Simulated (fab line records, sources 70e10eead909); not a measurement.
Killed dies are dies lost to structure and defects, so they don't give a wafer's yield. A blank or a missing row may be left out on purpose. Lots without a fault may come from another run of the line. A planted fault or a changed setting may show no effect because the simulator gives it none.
fab line records | flow nand_harc
record lots=6 wafers=18 last_day=33
route steps=1302 shown P_STI@88 END@1302
lots that met no fault: from a run of the same line without faults
start_h: hours from the record's first day to the start of the lot's first wafer shown | wait_h: hours since the lot's step before | " the same as in the row above | L1.1+2: a row that stands for several wafers | - no value, or no start given | * or withheld: withheld | < > ~ a bound
route shown NAME@n: a module of which the file shows steps, and the number in the route of the first | usual: mean/standard deviation of fault-free wafers | same: alike in all rows | chamber/n: place in a boat | sites: the reading at each site | _std_site: their standard deviation | _edge_site: outer sites' mean less inner sites' | radius_mm: how far each site lies from the wafer's centre | mask NAME#n: copy n | behind: the tool/chamber that last shaped the wafer | hold: why the lot was held/for how many hours/how that ended | device: the transistor (n, p or np) that didn't switch | end of line: the same wafers' tests at the end of the route | a step without rows: its recipe alone | killed: dies lost to structure and defects at the first sort, not the wafer's yield | map: a wafer's dies, x killed, . not, _ none there
set.NAME: the setting as run; set.NAME@STEP: as run at that earlier step | model.NAME: the simulator's own value behind a step, which no gauge read
lots at some steps of the route; a table a step, a row a wafer
services: from which hour (start_h, from the record's first day; less than 0 if before it) a tool's chamber was out of use, for how many hours, and why
## steps
# step NHARC_P_STI_ETCH_42
# recipe target_depth_a=800 overetch_a=240 time_s=61 ion_energy_ev=200 n2_flow_sccm=150 h2_flow_sccm=150 ar_flow_sccm=0 rf_w=400 bias_w=150 chemistry=N2/H2
# usual bias_w=150.0/0.42 drypump_motor_current_A=5.7/0.3 oes_product_au=1.002/0.013 rf_vpp_V=430.5/2.9 showerhead_plenum_p_Torr=2.04/0.1 throttle_valve_pct=14.170/0.0092
# columns lot.wafer tool chamber start_h wait_h bias_w drypump_motor_current_A oes_product_au rf_hours_counter_h rf_vpp_V showerhead_plenum_p_Torr throttle_valve_pct
L762.1 rie_diel-01 2 124.43 0.1 150.7 5.8 1.024 4 432.1 2.06 14.163
L762.2 " 3 " " 150.4 5.9 1.016 4 426.2 1.91 14.170
L762.4 " 0 " " 149.6 5.2 1.016 4 429.0 2.01 14.178
L766.4 rie_diel-07 1 165.53 0.1 150.3 5.6 1.004 4 426.5 1.89 14.169
L766.3 " 2 " " 149.8 6.3 0.985 3 427.9 1.96 14.168
L766.5 " 0 " " 150.0 5.6 0.993 - 426.3 1.91 14.179
L769.1 rie_diel-01 2 192.97 0.1 150.3 5.8 1.018 6 431.3 2.05 14.183
L769.6 " 1 " " 149.6 5.8 0.995 - 433.9 2.18 14.168
L769.5 " 2 " " 149.8 5.8 1.015 - 430.8 2.05 14.175
L770.4 rie_diel-01 2 202.69 0.1 150.5 5.8 1.002 6 432.3 2.05 14.160
L770.3 " 3 " " 149.6 5.9 1.018 7 425.8 1.91 14.157
L770.1 " 0 " " 149.5 5.2 1.019 7 428.2 2.01 14.180
L775.3 rie_diel-03 0 253.57 0.1 150.0 5.4 1.016 7 433.1 2.14 14.184
L775.4 " 1 " " 150.8 5.5 1.008 9 429.5 2.00 14.170
L775.6 " 1 " " 150.1 5.4 0.994 - 429.2 2.00 14.173
L777.4 rie_diel-01 1 274.04 0.1 150.1 5.8 0.990 3 434.6 2.18 14.154
L777.6 " 0 " " 150.9 5.2 1.015 - 430.5 2.01 14.154
L777.5 " 1 " " 149.9 5.8 0.989 - 434.7 2.18 14.168
# step NHARC_P_STI_ETCH_31
# recipe target_depth_a=1089 time_s=54.5 cf4_flow_sccm=100 chf3_flow_sccm=30 ar_flow_sccm=0 rf_w=500 bias_w=200 chemistry=CF4/CHF3
# usual bias_w=200.0/0.56 cf4_flow_sccm=99.96/0.26 drypump_motor_current_A=5.7/0.31 oes_product_au=0.968/0.02 rf_vpp_V=370.6/2.6 showerhead_plenum_p_Torr=1.57/0.071 throttle_valve_pct=16.803/0.0092
# columns lot.wafer tool chamber start_h wait_h bias_w cf4_flow_sccm drypump_motor_current_A oes_product_au rf_hours_counter_h rf_vpp_V showerhead_plenum_p_Torr throttle_valve_pct
L762.4 rie_diel-01 2 - - 199.4 100.17 5.7 1.005 4 369.3 1.59 16.786
L762.1 " 3 " " 200.4 100.48 5.8 0.977 4 367.7 1.48 16.798
L762.2 " 0 " " 199.8 100.37 5.2 0.965 4 369.7 1.55 16.804
L766.3 rie_diel-07 3 - - 200.5 100.32 5.4 0.969 3 372.2 1.58 16.787
L766.4 " 1 " " 198.8 100.00 5.6 0.968 4 367.1 1.46 16.805
L766.5 " 3 " " 200.4 99.61 5.4 0.973 - 369.4 1.58 16.812
L769.1 rie_diel-01 2 - - 199.6 100.29 5.7 0.989 6 371.4 1.58 16.809
L769.5 " 3 " " 200.3 100.50 5.8 0.979 - 369.5 1.48 16.803
L769.6 " 0 " " 199.8 99.77 5.2 0.964 - 371.9 1.55 16.810
L770.1 rie_diel-01 1 - - 200.3 99.93 5.8 0.966 7 376.0 1.67 16.802
L770.3 " 3 " " 199.7 99.82 5.8 0.999 7 367.1 1.48 16.814
L770.4 " 0 " " 198.7 100.41 5.2 0.988 7 370.0 1.55 16.816
L775.3 rie_diel-03 0 - - 199.6 99.87 5.3 0.979 7 372.6 1.64 16.791
L775.4 " 1 " " 200.5 99.87 5.4 0.960 9 370.7 1.54 16.798
L775.6 " 3 " " 199.4 99.16 5.8 0.965 - 374.5 1.69 16.803
L777.4 rie_diel-01 0 - - 199.5 100.01 5.2 0.977 3 368.9 1.55 16.800
L777.5 " 0 " " 199.5 100.27 5.2 0.971 - 370.0 1.55 16.811
L777.6 " 1 " " 200.4 99.48 5.8 0.945 - 372.3 1.67 16.804
# step NHARC_P_STI_ETCH_15
# recipe target_depth_a=3000 taper_deg=4 time_s=100.1 hbr_flow_sccm=150 cl2_flow_sccm=50 rf_w=400 icp_w=400 bias_w=100 chemistry=HBr/Cl2
# usual bias_w=100.0/0.32 drypump_motor_current_A=5.7/0.53 oes_product_au=1.001/0.013 throttle_valve_pct=26.407/0.0095
# columns lot.wafer tool chamber start_h wait_h bias_w drypump_motor_current_A oes_product_au rf_hours_counter_h throttle_valve_pct
L762.2 rie_si-02 3 124.62 - 100.5 5.9 1.027 0.1 26.401
L762.4 " 0 " " 99.9 6.2 1.029 0.1 26.410
L762.1 " 1 " " 100.2 6.3 1.001 0.1 26.430
L766.4 rie_si-06 0 165.72 - 100.1 5.7 0.996 0.6 26.411
L766.3 " 1 " " 100.0 5.8 1.004 0.7 26.398
L766.5 " 1 " " 100.2 5.8 0.984 - 26.407
L769.1 rie_si-04 3 193.20 - 100.4 6.8 1.016 0.1 26.410
L769.6 " 0 " " 99.9 6.4 0.996 - 26.412
L769.5 " 1 " " 100.1 5.9 0.997 - 26.414
L770.3 rie_si-06 1 202.88 - 99.9 5.8 0.992 0.9 26.399
L770.1 " 2 " " 100.0 5.5 1.005 0.8 26.407
L770.4 " 3 " " 100.1 4.7 0.994 0.8 26.415
L775.4 rie_si-02 1 253.76 - 99.4 6.3 0.998 0.9 26.405
L775.3 " 3 " " 100.0 5.8 1.016 1.0 26.405
L775.6 " 1 " " 99.9 6.4 0.996 - 26.422
L777.4 rie_si-06 1 274.27 - 100.4 5.8 1.015 0.1 26.392
L777.6 " 2 " " 100.3 5.5 1.027 - 26.423
L777.5 " 3 " " 100.1 4.7 0.998 - 26.402
# step NHARC_P_STI_CD_MEAS_16
# usual cd_nm=200/3.5
# columns lot.wafer tool chamber start_h wait_h cd_nm
L762.1 cd_sem-01 - 124.78 - 192
L762.2 " - " " 200
L762.4 " - " " 193
L766.3 cd_sem-01 - 165.88 - 202
L766.4 " - " " 201
L766.5 " - " " 201
L769.1 cd_sem-01 - 193.32 - 202
L769.5 " - " " 201
L769.6 " - " " 196
L770.1 cd_sem-02 - 203.04 - 195
L770.3 " - " " 196
L770.4 " - " " 200
L775.3 cd_sem-01 - 253.92 - 207
L775.4 " - " " 199
L775.6 " - " " 202
L777.4 cd_sem-02 - 274.40 - 205
L777.5 " - " " 203
L777.6 " - " " 200
# step NHARC_P_STI_OCD_MEAS_17
# usual trench_depth_nm=301/6 trench_foot_cd_nm=158/3.2
# columns lot.wafer tool chamber start_h wait_h trench_depth_nm trench_foot_cd_nm
L762.1 ocd-01 - 124.87 0.1 304 151
L762.2 " - " " 310 158
L762.4 " - " " 312 153
L766.3 ocd-02 - 165.97 0.1 301 159
L766.4 " - " " 299 158
L766.5 " - " " 296 158
L769.1 ocd-01 - 193.41 0.1 307 160
L769.5 " - " " 297 162
L769.6 " - " " 297 154
L770.1 ocd-02 - 203.13 0.1 303 154
L770.3 " - " " 298 154
L770.4 " - " " 296 158
L775.3 ocd-01 - 254.01 0.1 309 162
L775.4 " - " " 302 155
L775.6 " - " " 302 159
L777.4 ocd-02 - 274.48 0.1 307 162
L777.5 " - " " 302 161
L777.6 " - " " 313 158
# step NHARC_P_STI_STRIP_19
# recipe time_s=900 temp_c=130 chemistry=SPM
# step NHARC_P_STI_PRECLEAN_32
# recipe time_s=* temp_c=50 bath_age_min=0 chemistry=SC1
# step NHARC_P_STI_SRD_23
# step NHARC_P_STI_OCD_MEAS_43
# usual trench_depth_nm=301/6 trench_foot_cd_nm=158/3.2
# columns lot.wafer tool chamber start_h wait_h trench_depth_nm trench_foot_cd_nm
L762.1 ocd-02 - 125.38 - 303 151
L762.2 " - " " 310 157
L762.4 " - " " 312 152
L766.3 ocd-01 - 166.48 - 301 158
L766.4 " - " " 299 158
L766.5 " - " " 295 158
L769.1 ocd-02 - 193.92 - 307 160
L769.5 " - " " 297 162
L769.6 " - " " 298 154
L770.1 ocd-01 - 203.63 - 303 155
L770.3 " - " " 298 154
L770.4 " - " " 295 158
L775.3 ocd-02 - 254.52 - 308 162
L775.4 " - " " 303 156
L775.6 " - " " 302 159
L777.4 ocd-01 - 274.99 - 307 162
L777.5 " - " " 302 160
L777.6 " - " " 312 158
# step NHARC_P_STI_OXIDE_33
# recipe target_thk_a=100 temp_c=1000 ox_time_s=281 material=SiO2
# step NHARC_P_STI_HDPCVD_20
# recipe target_thk_a=withheld sigma_open_frac=withheld material=SiO2
# step NHARC_P_STI_ANNEAL_34
# recipe temp_c=1000 time_s=1800
# step NHARC_P_STI_CMP_21
# recipe t_overpolish_s=20 target_thk_nm=380.67
# usual motor_current_A=12.4/0.84 overpolish_run_s=20.000/0.0092 t_overpolish_s=20/0
# columns lot.wafer tool chamber start_h wait_h motor_current_A overpolish_run_s t_overpolish_s
L762.1 cmp-01 0 146.87 0.4 13.7 20.010 20
L762.4 " 1 " " 14.3 20.007 20
L762.2 " 2 " " 12.4 20.014 20
L766.3 cmp-03 0 183.56 0.4 13.0 20.010 20
L766.4 " 1 " " 10.6 19.999 20
L766.5 " 0 " " 12.4 20.003 20
L769.1 cmp-03 1 211.49 0.4 10.2 74.744 74.743
L769.6 " 0 " " 12.7 19.994 20
L769.5 " 1 " " 10.5 74.747 74.743
L770.3 cmp-03 0 221.20 0.4 13.0 20.000 20
L770.1 " 1 " " 10.7 74.740 74.743
L770.4 " 3 " " 13.6 20.006 20
L775.4 cmp-01 3 271.98 0.4 11.6 20.004 20
L775.3 " 0 " " 13.2 20.007 20
L775.6 " 2 " " 12.2 19.981 20
L777.4 cmp-02 1 291.79 0.4 12.1 19.994 20
L777.6 " 1 " " 12.2 20.003 20
L777.5 " 2 " " 11.6 20.009 20
# step NHARC_END_SORT_01
# recipe temp_c=25
# usual killed_at_array=45/18 killed_at_other=0.9/1.3 killed_at_periphery=3.7/2.2 killed_dies=50/18 killed_open=3.2/1.9 killed_short=2.4/1.6
# same gross_dies=677
# columns lot.wafer tool chamber start_h wait_h killed_at_array killed_at_other killed_at_periphery killed_dies killed_open killed_short
L762.1 prober-02 0 639.76 2.5 45 1 3 49 4 1
L762.2 prober-02 0 640.57 2.8 60 0 3 63 5 4
L762.4 prober-02 0 642.17 3.4 54 2 4 60 2 2
L766.3 prober-01 0 668.07 3.1 50 0 3 53 6 4
L766.4 prober-01 0 668.88 3.4 34 0 4 38 7 0
L766.5 prober-01 0 669.68 3.7 43 0 4 47 6 2
L769.1 prober-01 0 700.53 2.6 71 1 3 75 5 4
L769.5 prober-01 0 703.75 3.7 78 2 3 83 4 4
L769.6 prober-01 0 704.55 4.0 49 0 5 54 3 0
L770.1 prober-01 0 726.60 2.5 39 1 0 40 3 2
L770.3 prober-01 0 728.21 3.1 57 0 2 59 6 4
L770.4 prober-01 0 729.01 3.4 51 0 2 53 2 4
L777.4 prober-02 0 776.21 3.4 75 1 5 81 5 1
L777.5 prober-02 0 777.03 3.8 74 1 2 77 3 1
L777.6 prober-02 0 777.85 4.1 45 2 0 47 3 0
L775.3 prober-02 0 783.26 3.1 16 2 3 21 5 2
L775.4 prober-02 0 784.05 3.4 28 3 3 34 2 3
L775.6 prober-02 0 785.63 4.0 18 0 4 22 4 3
# killed by level:class
L762.1 A_CHANNEL_HOLE_D1:chamber_film_flake=17 A_CHANNEL_HOLE_D2:chamber_film_flake=10 A_CONTACT:chamber_film_flake=8 A_M0:geometric_particle:open=2 A_CHANNEL_FILL_D2:chamber_film_flake=2 A_STAIRCASE:chamber_film_flake=2 P_M0:geometric_particle:open=1 A_ONON_D2:geometric_particle:open=1
L762.2 A_CHANNEL_HOLE_D1:chamber_film_flake=35 A_CHANNEL_HOLE_D2:chamber_film_flake=13 A_WL_FILL:geometric_particle:open=2 A_WL_FILL:geometric_particle:short=2 P_GATE:geometric_particle:open=1 A_DECK1_JOINT:geometric_particle:short=1 A_ONON_D2:geometric_particle:short=1 A_CONTACT:geometric_particle:open=1
L762.4 A_CHANNEL_HOLE_D1:chamber_film_flake=27 A_CHANNEL_HOLE_D2:chamber_film_flake=15 A_CONTACT:chamber_film_flake=5 P_M2:chamber_film_flake=3 THIN_TSV:chamber_film_flake=2 A_CHANNEL_FILL_D1:geometric_particle:short=1 A_ONON_D2:geometric_particle:short=1 A_WL_FILL:geometric_particle:open=1
L766.3 A_CHANNEL_HOLE_D2:chamber_film_flake=24 A_SLIT:chamber_film_flake=7 A_STAIRCASE:chamber_film_flake=4 A_M1:chamber_film_flake=4 A_CHANNEL_HOLE_D1:chamber_film_flake=3 A_ONON_D1:geometric_particle:short=2 A_WL_FILL:geometric_particle:open=2 P_CONTACT:geometric_particle:open=1
L766.4 A_CHANNEL_HOLE_D2:chamber_film_flake=10 A_STAIRCASE:chamber_film_flake=5 A_M1:chamber_film_flake=4 A_SLIT:chamber_film_flake=3 A_CONTACT:chamber_film_flake=3 A_ZERO_WELL:chamber_film_flake=2 A_CHANNEL_HOLE_D1:chamber_film_flake=2 P_CONTACT:geometric_particle:open=1
L766.5 A_CHANNEL_HOLE_D1:chamber_film_flake=11 A_CHANNEL_HOLE_D2:chamber_film_flake=10 A_M1:chamber_film_flake=4 A_ZERO_WELL:chamber_film_flake=3 A_SLIT:chamber_film_flake=3 P_GATE:chamber_film_flake=2 A_STAIRCASE:chamber_film_flake=2 A_CONTACT:chamber_film_flake=2
L769.1 A_CHANNEL_HOLE_D1:chamber_film_flake=34 A_CHANNEL_HOLE_D2:chamber_film_flake=12 A_CONTACT:chamber_film_flake=8 A_STAIRCASE:chamber_film_flake=4 A_SGD_CUT:chamber_film_flake=3 A_WL_FILL:geometric_particle:short=2 P_CONTACT:geometric_particle:open=1 P_CONTACT:geometric_particle:short=1
L769.5 A_CHANNEL_HOLE_D1:chamber_film_flake=33 A_CHANNEL_HOLE_D2:chamber_film_flake=19 A_STAIRCASE:chamber_film_flake=5 A_CONTACT:chamber_film_flake=5 A_SLIT:chamber_film_flake=3 A_ONON_D2:geometric_particle:open=2 A_CHANNEL_HOLE_D2:geometric_particle:short=2 P_STI:chamber_film_flake=2
L769.6 A_CHANNEL_HOLE_D1:chamber_film_flake=16 A_CHANNEL_HOLE_D2:chamber_film_flake=11 A_STAIRCASE:chamber_film_flake=8 A_CONTACT:chamber_film_flake=5 P_BONDPAD:chamber_film_flake=3 A_DECK1_JOINT:chamber_film_flake=3 A_SGD_CUT:chamber_film_flake=2 P_GATE:geometric_particle:open=1
L770.1 A_SLIT:chamber_film_flake=19 A_STAIRCASE:chamber_film_flake=6 A_CHANNEL_HOLE_D1:chamber_film_flake=4 A_DECK1_JOINT:geometric_particle:open=3 A_CONTACT:chamber_film_flake=2 A_CHANNEL_FILL_D1:geometric_particle:short=1 A_ONON_D2:geometric_particle:short=1 A_ZERO_WELL:chamber_film_flake=1
L770.3 A_SLIT:chamber_film_flake=22 A_CHANNEL_HOLE_D1:chamber_film_flake=10 A_CONTACT:chamber_film_flake=8 A_STAIRCASE:chamber_film_flake=5 A_CHANNEL_FILL_D1:geometric_particle:open=3 A_M0:geometric_particle:open=2 P_GATE:chamber_film_flake=2 A_DECK1_JOINT:geometric_particle:short=1
L770.4 A_SLIT:chamber_film_flake=27 A_CHANNEL_HOLE_D1:chamber_film_flake=9 A_STAIRCASE:chamber_film_flake=6 A_CONTACT:chamber_film_flake=3 P_CONTACT:geometric_particle:open=1 P_CONTACT:geometric_particle:short=1 A_CHANNEL_FILL_D1:geometric_particle:short=1 A_DECK1_JOINT:geometric_particle:open=1
L777.4 A_SLIT:chamber_film_flake=32 A_CHANNEL_HOLE_D2:chamber_film_flake=16 A_CHANNEL_HOLE_D1:chamber_film_flake=10 A_CONTACT:chamber_film_flake=10 P_STI:chamber_film_flake=2 A_STAIRCASE:chamber_film_flake=2 P_CONTACT:geometric_particle:short=1 A_CHANNEL_FILL_D1:geometric_particle:open=1
L777.5 A_SLIT:chamber_film_flake=25 A_CHANNEL_HOLE_D2:chamber_film_flake=24 A_CHANNEL_HOLE_D1:chamber_film_flake=11 A_CONTACT:chamber_film_flake=9 P_STI:geometric_particle:open=1 A_CHANNEL_HOLE_D1:geometric_particle:open=1 A_ONON_D2:geometric_particle:open=1 A_ONON_D2:geometric_particle:short=1
L777.6 A_SLIT:chamber_film_flake=13 A_CHANNEL_HOLE_D2:chamber_film_flake=12 A_CHANNEL_HOLE_D1:chamber_film_flake=10 A_CONTACT:chamber_film_flake=6 A_SGD_CUT:geometric_particle:open=1 A_CONTACT:geometric_particle:open=1 STARTING-WAFER:geometric_particle:open=1 A_CHANNEL_FILL_D1:chamber_film_flake=1
L775.3 A_CONTACT:chamber_film_flake=4 A_SLIT:chamber_film_flake=3 P_GATE:chamber_film_flake=2 THIN_TSV:chamber_film_flake=2 P_CONTACT:geometric_particle:open=1 A_SOURCE_PLATE:geometric_particle:open=1 A_DECK1_JOINT:geometric_particle:short=1 A_ONON_D2:geometric_particle:short=1
L775.4 A_SLIT:chamber_film_flake=11 A_CONTACT:chamber_film_flake=10 A_CHANNEL_HOLE_D2:chamber_film_flake=2 THIN_TSV:chamber_film_flake=2 P_CONTACT:geometric_particle:short=1 A_CHANNEL_FILL_D1:geometric_particle:open=1 A_DECK1_JOINT:geometric_particle:short=1 A_M1:geometric_particle:open=1
L775.6 A_SLIT:chamber_film_flake=9 P_ZERO_WELL:chamber_film_flake=3 A_CONTACT:chamber_film_flake=2 P_M1:geometric_particle:open=1 A_ONON_D1:geometric_particle:short=1 A_DECK1_JOINT:geometric_particle:short=1 A_ONON_D2:geometric_particle:open=1 A_CHANNEL_FILL_D2:geometric_particle:short=1
## services
# columns tool chamber start_h hours kind
rie_diel-03 - 104.30 9.0 pm
rie_diel-07 - 117.20 9.0 pm
cmp-03 - 125.09 3.1 repair
cmp-02 - 129.33 10.5 repair
rie_si-06 0 131.17 5.4 repair
rie_si-04 - 165.00 9.0 pm
rie_diel-03 0 167.50 3.0 repair
cmp-03 - 176.49 4.0 pm
cmp-01 - 185.60 4.0 pm
rie_diel-01 - 203.80 9.0 pm
cmp-01 - 206.19 2.3 repair
rie_diel-03 3 208.75 21.2 repair
rie_si-02 - 217.36 2.0 repair
rie_diel-07 1 240.25 22.2 repair
rie_diel-01 3 241.25 8.4 repair
rie_si-06 - 249.00 9.0 pm
rie_diel-03 - 250.18 1.0 repair
rie_si-02 0 261.21 3.3 repair
rie_si-02 3 263.62 10.3 repair
rie_diel-03 0 271.41 5.2 repair
cmp-03 - 274.49 4.0 pm
rie_si-02 - 277.00 9.0 pm
rie_diel-03 - 281.30 9.0 pm
cmp-01 - 283.60 4.0 pm
## key
first_sign step=NHARC_P_STI_CMP_21 reading=t_overpolish_s direction=up sigmas=99+ usual=20 struck=74.743
effect step=NHARC_P_STI_CMP_21 reading=overpolish_run_s direction=up sigmas=99+ usual=20.000 struck=74.744
met_at NHARC_P_STI_CMP_21
struck_wafers L769.1,L769.5,L770.1
tester_left_out L769,L770
onset_between 183.56 211.49
fault kind=process_parameter_drift tool=cmp-03 chamber=1 onset_h=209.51 steps=NHARC_P_STI_CMP_21 channel=t_overpolish_s offset=54.743 shape=step acts_in=these_recipes_only stated=20
# tester_left_out: of these lots the tester's yield and bins aren't shown, on N5 and GAA mostly nor the transistor test; their killed dies are dies lost to structure and defects alone, not to doping, threshold or leakage, so they don't give the yield
